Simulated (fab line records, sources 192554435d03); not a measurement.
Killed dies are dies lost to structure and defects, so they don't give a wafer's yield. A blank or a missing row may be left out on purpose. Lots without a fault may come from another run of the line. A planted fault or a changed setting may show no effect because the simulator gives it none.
fab line records | flow n5_finfet
record lots=5 wafers=15 last_day=19
route steps=1938 shown WELL_APT@46 PMOS_HMC_CHANNEL_EPI@57 BEOL_M4@1111 PASSIVATION@1936
lots that met no fault: from a run of the same line without faults
start_h: hours from the record's first day to the start of the lot's first wafer shown | wait_h: hours since the lot's step before | " the same as in the row above | L1.1+2: a row that stands for several wafers | - no value, or no start given | * or withheld: withheld | < > ~ a bound
route shown NAME@n: a module of which the file shows steps, and the number in the route of the first | usual: mean/standard deviation of fault-free wafers | same: alike in all rows | chamber/n: place in a boat | sites: the reading at each site | _std_site: their standard deviation | _edge_site: outer sites' mean less inner sites' | radius_mm: how far each site lies from the wafer's centre | mask NAME#n: copy n | behind: the tool/chamber that last shaped the wafer | hold: why the lot was held/for how many hours/how that ended | device: the transistor (n, p or np) that didn't switch | end of line: the same wafers' tests at the end of the route | a step without rows: its recipe alone | killed: dies lost to structure and defects at the first sort, not the wafer's yield | map: a wafer's dies, x killed, . not, _ none there
set.NAME: the setting as run; set.NAME@STEP: as run at that earlier step | model.NAME: the simulator's own value behind a step, which no gauge read
lots at some steps of the route; a table a step, a row a wafer
services: from which hour (start_h, from the record's first day; less than 0 if before it) a tool's chamber was out of use, for how many hours, and why
## steps
# step N5_WELL_APT_DESCUM_30
# recipe chemistry=O2 time_s=7.9 source_power_w=50 bias_power_w=20 pressure_mtorr=20 rf_frequency_hz=2.712e+07 temp_c=40 o2_flow_sccm=225
# step N5_WELL_APT_IMPLANT_31
# recipe species=B energy_kev=60 dose_cm2=1.5e+13 tilt_deg=0 rotation_deg=0
# step N5_WELL_APT_IMPLANT_32
# recipe species=BF2 energy_kev=50 dose_cm2=2e+13 tilt_deg=0 rotation_deg=0
# step N5_WELL_APT_STRIP_33
# recipe chemistry=SPM time_s=900 temp_c=130 h2so4_h2o2_vol_ratio=4 dry=ipa_marangoni
# step N5_WELL_APT_RTA_34
# recipe temp_c=1000 time_s=10 ambient=N2 idle_temp_c=600 ramp_up_c_per_s=150 ramp_down_c_per_s=60 cool_to_c=600
# step N5_WELL_APT_OXIDE_STRIP_42
# recipe chemistry=dHF dilution=25:1 time_s=45 temp_c=25 target=SiO2 target_depth_a=120
# step N5_WELL_APT_PRECLEAN_36
# recipe chemistry=O3/DIW time_s=45 temp_c=22 o3_ppm=10
# step N5_WELL_APT_PRECLEAN_39
# recipe chemistry=dHF time_s=60 dilution=150:1 temp_c=25
# step N5_WELL_APT_SRD_37
# recipe dry=ipa_marangoni do_ppb=5 time_s=30 temp_c=23 rinse_liquid=diw
# step N5_WELL_APT_EPI_41
# recipe material=Si target_thk_a=500 temp_c=650 precursor=SiH4/H2 pressure_torr=20 time_s=297.7
# step N5_PMOS_HMC_CHANNEL_EPI_HM_DEP_34
# recipe material=SiO2 target_thk_a=360 temp_c=400 precursor=TEOS/O2 pressure_torr=6.5 rf_w=900 teos_flow_sccm=161.4 gas=O2 flow_sccm=2650 time_s=6.9
# step N5_PMOS_HMC_CHANNEL_EPI_COAT_31
# recipe resist=BARC temp_c=205 time_s=60 spin_rpm=1500 resist_thk_nm=66
# usual spin_speed_rpm=1500.1/1
# columns lot.wafer tool chamber start_h wait_h spin_speed_rpm model.BARC_of_PMOS_HMC_CHANNEL_EPI_COAT_31.thk_nm
L502.2 litho_track-02 0 65.04 0.0 1500.6 66.1
L502.5 " 0 " " 1500.4 66.11
L502.6 " 0 " " 1500.9 66.24
L511.1 litho_track-02 0 119.11 0.0 1535.3 65.29
L511.2 " 0 " " 1534.9 65.32
L511.3 " 0 " " 1534.6 65.26
L512.2 litho_track-02 0 125.61 0.0 1534.3 65.47
L512.4 " 0 " " 1536.3 65.47
L512.5 " 0 " " 1536.8 65.73
L513.1 litho_track-02 0 131.45 0.0 1535.8 65.02
L513.3 " 0 " " 1535.1 65.1
L513.5 " 0 " " 1535.3 65.25
L516.1 litho_track-04 0 149.41 0.0 1501.0 65.97
L516.3 " 0 " " 1501.3 66.33
L516.4 " 0 " " 1499.5 66.18
# step N5_PMOS_HMC_CHANNEL_EPI_COAT_03
# recipe resist=CAR-ArF-block spin_rpm=1500 resist_thk_nm=205
# step N5_PMOS_HMC_CHANNEL_EPI_EBR_05
# recipe solvent=PGMEA ebr_width_mm=1.5
# step N5_PMOS_HMC_CHANNEL_EPI_SOFTBAKE_04
# recipe temp_c=110 time_s=60 resist=CAR-ArF-block
# step N5_PMOS_HMC_CHANNEL_EPI_EXPOSE_06
# recipe mask_id=PMOS_HMC_BLK na=1.35 source_shape=conventional sigma_outer=0.8 polarization=unpolarized target_cd_nm=240 dose_mj=41
# step N5_PMOS_HMC_CHANNEL_EPI_PEB_07
# recipe peb_temp_c=110 peb_time_s=60 resist=CAR-ArF-block
# step N5_PMOS_HMC_CHANNEL_EPI_DEVELOP_08
# recipe develop_time_s=30 developer=TMAH resist=CAR-ArF-block dev_temp_c=23 rinse_liquid=diw dry=air_spin
# step N5_PMOS_HMC_CHANNEL_EPI_DESCUM_14
# recipe chemistry=O2 time_s=7.9 source_power_w=50 bias_power_w=20 pressure_mtorr=20 rf_frequency_hz=2.712e+07 temp_c=40 resist=CAR-ArF-block o2_flow_sccm=225
# step N5_PMOS_HMC_CHANNEL_EPI_ETCH_32
# recipe chemistry=N2/H2 target=BARC stop_on=SiO2 target_depth_a=858 over_etch_frac=0.3 time_s=50.3 ion_energy_ev=200 mask_material=CAR-ArF-block pressure_mtorr=30 source_w=840 bias_w=150 n2_flow_sccm=200 h2_flow_sccm=200
# usual drypump_motor_current_A=5.5/0.38 h2_flow_sccm=200.0/0.6 n2_flow_sccm=200.0/0.56 oes_product_au=0.67/0.065 rf_vpp_V=524.3/2.2 showerhead_plenum_p_Torr=2.56/0.075 throttle_valve_pct=17.93/0.28
# columns lot.wafer tool chamber start_h wait_h drypump_motor_current_A h2_flow_sccm n2_flow_sccm oes_product_au rf_hours_counter_h rf_vpp_V showerhead_plenum_p_Torr throttle_valve_pct model.etch.depth_nm
L502.2 rie_diel-01 2 65.51 0.0 5.1 199.8 200.1 0.77 32 525.6 2.59 17.93 66.1
L502.5 " 3 " " 5.3 200.6 200.6 0.74 - 525.8 2.59 17.96 66.11
L502.6 " 2 " " 5.1 199.7 200.2 0.77 - 526.2 2.59 17.93 66.24
L511.1 rie_diel-04 2 119.58 0.0 5.6 199.4 199.7 0.65 124 521.0 2.44 17.84 65.29
L511.2 " 3 " " 5.1 200.5 200.0 0.59 245 523.4 2.52 18.18 65.32
L511.3 " 0 " " 5.3 201.2 200.7 0.60 210 527.0 2.64 18.50 65.26
L512.2 rie_diel-04 3 125.96 0.0 5.2 201.0 200.4 0.58 248 522.1 2.52 18.19 65.47
L512.4 " 0 " " 5.3 198.7 200.7 0.61 212 525.6 2.64 18.50 65.47
L512.5 " 2 " " 5.6 200.1 198.8 0.65 - 519.2 2.44 17.83 65.73
L513.1 rie_diel-06 3 131.92 0.0 4.9 199.4 200.2 0.63 167 523.8 2.53 17.90 65.02
L513.3 " 2 " " 5.4 200.2 200.5 0.74 39 524.1 2.58 17.46 65.1
L513.5 " 3 " " 4.9 200.3 199.5 0.64 - 523.5 2.53 17.90 65.25
L516.1 rie_diel-04 1 150.19 0.0 5.6 200.3 200.3 0.60 234 525.9 2.60 18.14 65.97
L516.3 " 0 " " 5.3 199.5 200.9 0.60 219 528.0 2.64 18.51 66.33
L516.4 " 2 " " 5.6 200.5 201.1 0.65 - 519.3 2.44 17.85 66.18
# step N5_PMOS_HMC_CHANNEL_EPI_HM_OPEN_15
# recipe chemistry=CHF3/O2 target=SiO2 mask_material=CAR-ArF-block target_depth_a=406 CHF3_flow_sccm=50 O2_flow_sccm=5 Ar_flow_sccm=200 time_s=20.3 pressure_mtorr=30 source_w=650 bias_w=170 ion_energy_ev=200
# step N5_BEOL_M4_RC_MEAS_101
# usual DIBL_N=36.1/2.5 DIBL_P=36/3.3 IOFF_N=0.16/0.046 IOFF_P=0.20/0.051 ION_N=676/16 ION_P=462/11 SS_N=71.6/0.87 SS_P=73.2/0.86 VT_N=251/4.4 VT_P=-252/4.6
# columns lot.wafer tool chamber start_h wait_h DIBL_N[mV/V] DIBL_P[mV/V] IOFF_N[nA/um] IOFF_P[nA/um] ION_N[uA/um] ION_P[uA/um] SS_N[mV/dec] SS_P[mV/dec] VT_N[mV] VT_P[mV]
L502.2 prober-02 0 263.07 0.2 33.6 33 0.12 0.16 670 462 70.8 72.7 253 -253
L502.5 " 0 " " 36.1 37 0.16 0.21 692 474 71.3 73.6 250 -250
L502.6 " 0 " " 36.9 38 0.16 0.22 677 462 71.3 73.2 251 -249
L511.1 prober-01 0 306.99 0.0 37.6 37 0.16 0.19 687 464 71.2 73.4 247 -253
L511.2 " 0 " " 37.3 37 0.16 0.19 683 461 71.2 72.1 250 -251
L511.3 " 0 " " 34.4 32 0.10 0.14 653 448 71.1 72.1 255 -255
L512.2 prober-02 0 308.78 0.2 40.9 40 0.25 0.31 673 462 73.3 75.9 245 -248
L512.4 " 0 " " 37.2 34 0.16 0.18 656 447 72.3 73.3 250 -253
L512.5 " 0 " " 37.6 37 0.19 0.23 701 474 72.1 74.2 245 -249
L513.1 prober-01 0 313.20 0.0 33.2 32 0.12 0.16 682 472 70.2 72.5 253 -253
L513.3 " 0 " " 31.6 30 0.09 0.14 658 463 69.9 73.0 256 -254
L513.5 " 0 " " 35.5 34 0.13 0.19 674 467 70.8 73.2 253 -249
L516.1 prober-01 0 338.58 0.0 36.7 37 0.15 0.23 673 473 71.3 73.0 253 -248
L516.3 " 0 " " 37.5 38 0.16 0.25 672 464 72.2 73.6 250 -249
L516.4 " 0 " " 36.4 37 0.15 0.23 672 471 72.6 73.7 251 -249
# step N5_PASSIVATION_PROBE_49
# usual defect_limited_yield=91.0/1.4 killed_at_M0_to_M3=34/10 killed_at_M4_up=15/5.5 killed_at_contacts=12/6.1 killed_at_front_end=41/12 killed_at_other=4/3.4 killed_dies=106/17 killed_open=70/13 killed_short=34/7.4 sort_bin_5_function=5.3/1 sort_bin_6_memory=3.4/0.69 sort_n_pass=1073/17 sort_yield_pct=91.0/1.4
# same gross_dies=1180 killed_at_back_side=0 sort_bin_4_leakage[%]=0 sort_bin_8_speed[%]=0
# columns lot.wafer tool chamber start_h wait_h defect_limited_yield[%] killed_at_M0_to_M3 killed_at_M4_up killed_at_contacts killed_at_front_end killed_at_other killed_dies killed_open killed_short sort_bin_5_function[%] sort_bin_6_memory[%] sort_n_pass sort_yield_pct[%]
L502.2 prober-01 - 383.94 0.1 91.1 34 20 9 28 14 105 72 32 5.2 3.5 1075 91.1
L502.5 prober-01 - 384.09 0.2 92.5 24 14 13 32 5 88 61 25 4.2 2.8 1092 92.5
L502.6 prober-01 - 384.14 0.3 90.1 42 16 12 42 5 117 72 42 5.2 4.2 1063 90.1
L511.1 prober-01 - 419.58 0.0 89.6 19 12 14 72 6 123 85 38 6.4 3.9 1057 89.6
L511.2 prober-01 - 419.63 0.1 91.9 29 11 5 49 2 96 64 31 5.1 2.8 1084 91.9
L511.3 prober-01 - 419.68 0.1 89.1 38 10 9 68 4 129 81 44 6.2 4.4 1051 89.1
L513.1 prober-02 - 426.30 0.0 91.5 18 12 10 60 0 100 66 33 5.2 3.1 1080 91.5
L513.3 prober-02 - 426.40 0.1 90.4 34 13 10 51 5 113 80 32 6.2 3.1 1067 90.4
L513.5 prober-02 - 426.50 0.2 88.1 33 12 16 67 13 141 85 55 7.0 4.9 1039 88.1
L512.2 prober-02 - 431.02 0.1 91.8 23 14 9 46 5 97 61 28 4.5 3.0 1083 91.8
L512.4 prober-02 - 431.12 0.2 92.5 31 13 14 26 4 88 61 25 4.1 3.1 1092 92.5
L512.5 prober-02 - 431.17 0.2 90.3 48 11 25 25 5 114 89 23 6.4 3.0 1066 90.3
L516.1 prober-02 - 452.08 0.0 92.0 33 21 9 29 2 94 59 30 5.0 2.5 1086 92.0
L516.3 prober-02 - 452.18 0.1 92.3 35 21 10 22 3 91 64 20 4.2 2.8 1089 92.3
L516.4 prober-02 - 452.23 0.2 91.5 33 17 12 32 6 100 63 34 5.1 2.9 1080 91.5
# killed by level:class
L502.2 BEOL_M0_SAQP:geometric_particle:short=10 BEOL_M0_SAQP:geometric_particle:open=10 BEOL_M4:geometric_particle:open=10 MOL_CONTACT_COAG:geometric_particle:open=9 BEOL_M0:geometric_particle:open=6 BEOL_M2:geometric_particle:open=6 STI_FIN_REVEAL:geometric_particle:open=5 FIN_SAQP:geometric_particle:short=4
L502.5 MOL_CONTACT_COAG:geometric_particle:open=10 STI_FIN_REVEAL:geometric_particle:open=7 ILD0:geometric_particle:open=7 BEOL_M0_SAQP:geometric_particle:short=6 BEOL_M4:geometric_particle:open=6 STARTING-WAFER:geometric_particle:open=6 BEOL_M2:geometric_particle:open=5 BEOL_M0_SAQP:geometric_particle:open=4
L502.6 STI_FIN_REVEAL:geometric_particle:open=13 BEOL_M0_SAQP:geometric_particle:open=12 BEOL_M0_SAQP:geometric_particle:short=11 FIN_SAQP:geometric_particle:open=8 MOL_CONTACT_COAG:geometric_particle:open=8 FIN_SAQP:geometric_particle:short=7 BEOL_M2:geometric_particle:open=5 BEOL_M4:geometric_particle:open=5
L511.1 STI_FIN_REVEAL:geometric_particle:open=23 FIN_SAQP:geometric_particle:short=10 MOL_CONTACT_COAG:geometric_particle:open=10 FIN_SAQP:geometric_particle:open=8 BEOL_M4:geometric_particle:open=8 DUMMY_GATE:geometric_particle:open=7 GATE_CUT:geometric_particle:short=6 BEOL_M2:geometric_particle:open=5
L511.2 STI_FIN_REVEAL:geometric_particle:open=17 GATE_CUT:geometric_particle:short=9 BEOL_M0_SAQP:geometric_particle:short=8 DUMMY_GATE:geometric_particle:open=6 BEOL_M2:geometric_particle:open=6 FIN_SAQP:geometric_particle:open=5 STI_FIN_REVEAL:geometric_particle:short=3 MOL_CONTACT_COAG:geometric_particle:open=3
L511.3 STI_FIN_REVEAL:geometric_particle:open=25 FIN_SAQP:geometric_particle:short=14 BEOL_M1:geometric_particle:open=9 BEOL_M3:geometric_particle:open=7 MOL_CONTACT_COAG:geometric_particle:open=6 BEOL_M2:geometric_particle:open=6 STI_FIN_REVEAL:geometric_particle:short=5 DUMMY_GATE:geometric_particle:open=5
L513.1 STI_FIN_REVEAL:geometric_particle:open=17 FIN_SAQP:geometric_particle:short=14 FIN_SAQP:geometric_particle:open=11 MOL_CONTACT_COAG:geometric_particle:open=8 BEOL_M1:geometric_particle:open=6 BEOL_M4:geometric_particle:open=5 BEOL_M2:geometric_particle:open=5 SPACER0:geometric_particle:open=4
L513.3 STI_FIN_REVEAL:geometric_particle:open=24 BEOL_M2:geometric_particle:open=15 MOL_CONTACT_COAG:geometric_particle:open=8 FIN_SAQP:geometric_particle:open=7 BEOL_M0_SAQP:geometric_particle:short=7 BEOL_M4:geometric_particle:open=7 FIN_SAQP:geometric_particle:short=5 BEOL_M0_SAQP:geometric_particle:open=5
L513.5 STI_FIN_REVEAL:geometric_particle:open=21 FIN_SAQP:geometric_particle:short=18 BEOL_M1:geometric_particle:open=13 MOL_CONTACT_COAG:geometric_particle:open=10 GATE_CUT:geometric_particle:short=9 BEOL_M3:geometric_particle:open=9 FIN_SAQP:geometric_particle:open=8 MOL_CONTACT_COAG:geometric_particle:short=6
L512.2 STI_FIN_REVEAL:geometric_particle:open=12 MOL_CONTACT_COAG:geometric_particle:open=8 FIN_SAQP:geometric_particle:open=5 STARTING-WAFER:geometric_particle:open=5 BEOL_M0_SAQP:geometric_particle:short=5 BEOL_M0_SAQP:geometric_particle:open=5 BEOL_M1:geometric_particle:open=5 HKMG_FIN:area_etch=5
L512.4 MOL_CONTACT_COAG:geometric_particle:open=11 BEOL_M1:geometric_particle:open=9 FIN_SAQP:geometric_particle:open=7 STI_FIN_REVEAL:geometric_particle:open=7 BEOL_M4:geometric_particle:open=7 BEOL_M0_SAQP:geometric_particle:open=6 BEOL_M2:geometric_particle:open=6 BEOL_M0_SAQP:geometric_particle:short=4
L512.5 MOL_CONTACT_COAG:geometric_particle:open=22 BEOL_M0_SAQP:geometric_particle:open=14 STI_FIN_REVEAL:geometric_particle:open=12 BEOL_M0_SAQP:geometric_particle:short=10 BEOL_M1:geometric_particle:open=9 BEOL_M4:geometric_particle:open=8 BEOL_M0:geometric_particle:open=6 FIN_SAQP:geometric_particle:open=4
L516.1 BEOL_M4:geometric_particle:open=16 BEOL_M0_SAQP:geometric_particle:short=13 BEOL_M2:geometric_particle:open=9 MOL_CONTACT_COAG:geometric_particle:open=8 FIN_SAQP:geometric_particle:open=5 FIN_SAQP:geometric_particle:short=5 GATE_CUT:geometric_particle:open=5 HKMG_FIN:area_etch=5
L516.3 BEOL_M4:geometric_particle:open=14 BEOL_M0_SAQP:geometric_particle:open=11 MOL_CONTACT_COAG:geometric_particle:open=10 BEOL_M3:geometric_particle:open=8 BEOL_M0_SAQP:geometric_particle:short=7 HKMG_FIN:area_etch=7 FIN_SAQP:geometric_particle:open=4 BEOL_M1:geometric_particle:open=4
L516.4 BEOL_M3:geometric_particle:open=12 MOL_CONTACT_COAG:geometric_particle:open=10 BEOL_M4:geometric_particle:open=8 FIN_SAQP:geometric_particle:open=7 BEOL_M0_SAQP:geometric_particle:short=7 BEOL_M0_SAQP:geometric_particle:open=7 BEOL_M4:geometric_particle:short=5 PASS1_CAP:geometric_particle:open=4
## services
# columns tool chamber start_h hours kind
rie_diel-04 0 50.91 2.4 repair
rie_diel-06 1 53.48 4.6 repair
rie_diel-01 3 104.50 11.1 repair
rie_diel-04 1 105.80 7.0 repair
rie_diel-06 - 111.06 0.4 repair
litho_track-02 - 114.76 - consumable_replace:filter
rie_diel-04 3 133.98 - clean
rie_diel-04 3 133.98 - consumable_replace:focus_ring
rie_diel-04 3 133.98 22.4 scheduled_down
rie_diel-04 3 133.98 22.4 vent_cycle
rie_diel-01 0 136.49 4.9 repair
rie_diel-01 0 141.71 - clean
rie_diel-01 0 141.71 - consumable_replace:focus_ring
rie_diel-01 0 141.71 21.7 scheduled_down
rie_diel-01 0 141.71 21.7 vent_cycle
## key
first_sign step=N5_PMOS_HMC_CHANNEL_EPI_COAT_31 reading=spin_speed_rpm direction=up sigmas=34 usual=* struck=*
effect none on later readings
model_effect step=N5_PMOS_HMC_CHANNEL_EPI_COAT_31 value=BARC_of_PMOS_HMC_CHANNEL_EPI_COAT_31.thk_nm without=66.09 struck=65.32
model_effect step=N5_PMOS_HMC_CHANNEL_EPI_ETCH_32 value=etch.depth_nm without=66.09 struck=65.32
met_at N5_PMOS_HMC_CHANNEL_EPI_COAT_31
struck_wafers L511.1,L511.2,L511.3,L512.2,L512.4,L512.5,L513.1,L513.3,L513.5
onset_between 65.04 119.11
fault kind=process_parameter_drift tool=litho_track-02 chamber=- onset_h=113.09 steps=N5_PMOS_HMC_CHANNEL_EPI_COAT_31 channel=spin_rpm offset=* shape=step end_h=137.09 acts_in=* stated=*
